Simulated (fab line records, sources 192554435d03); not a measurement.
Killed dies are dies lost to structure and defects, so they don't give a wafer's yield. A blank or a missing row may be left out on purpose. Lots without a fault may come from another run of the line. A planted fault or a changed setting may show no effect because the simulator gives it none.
Chamber matching | flow n5_finfet | N5_BEOL_M14_VIA_ETCH_16 on rie_diel-06: 4 sister chambers
The step etches SiO2 in C4F8/O2/Ar, target depth 1231.3 nm. 8 wafers are shown with their chamber, then 9 later ones without.

WAFERS WITH THEIR CHAMBER
wafer  | chamber | showerhead_plenum_p_Torr (Torr) | drypump_motor_current_A (A)
L078.2 | 3       | 3.59                            | 5.1
L078.4 | 2       | 3.63                            | 5.5
L079.3 | 3       | 3.59                            | 5.2
L081.3 | 2       | 3.62                            | 5.4
L081.5 | 1       | 3.29                            | 6.7
L092.1 | 0       | 3.61                            | 5.3
L092.3 | 1       | 3.28                            | 6.7
L092.6 | 0       | 3.61                            | 5.3

WAFERS WITHOUT THEIR CHAMBER
wafer  | showerhead_plenum_p_Torr (Torr) | drypump_motor_current_A (A)
L094.1 | 3.61                            | 5.5
L094.2 | 3.28                            | 6.6
L094.6 | 3.27                            | 6.7
L093.2 | 3.61                            | 5.4
L093.4 | 3.60                            | 5.3
L093.6 | 3.60                            | 5.3
L096.1 | 3.60                            | 5.3
L096.2 | 3.60                            | 5.4
L096.6 | 3.60                            | 5.3

WHICH CHAMBER EACH WENT THROUGH
wafer  | from the rows above     | in truth
L094.1 | can't be placed: 2 or 0 | 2
L094.2 | 1                       | 1
L094.6 | 1                       | 1
L093.2 | can't be placed: 0 or 2 | 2
L093.4 | can't be placed: 0 or 3 | 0
L093.6 | can't be placed: 0 or 3 | 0
L096.1 | can't be placed: 0 or 3 | 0
L096.2 | 0                       | 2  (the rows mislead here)
L096.6 | can't be placed: 0 or 3 | 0
Placed correctly: 2 of 9. Can't be placed from these rows: 6 (the true chamber is among the candidates in 6). Placed wrongly: 1.
How it was worked out, from the rows above alone: a wafer's distance from a chamber is the root of the sum, over the readings, of the square of ((its reading less the chamber's mean) divided by the reading's scatter). The wafer belongs to the nearest chamber; if the next one is less than 2 further off, it can't be placed. A chamber's mean is the mean of its shown wafers. The scatter: the root of (the sum of the squares of (reading less its chamber's mean) over the shown wafers, divided by (wafers less chambers)).
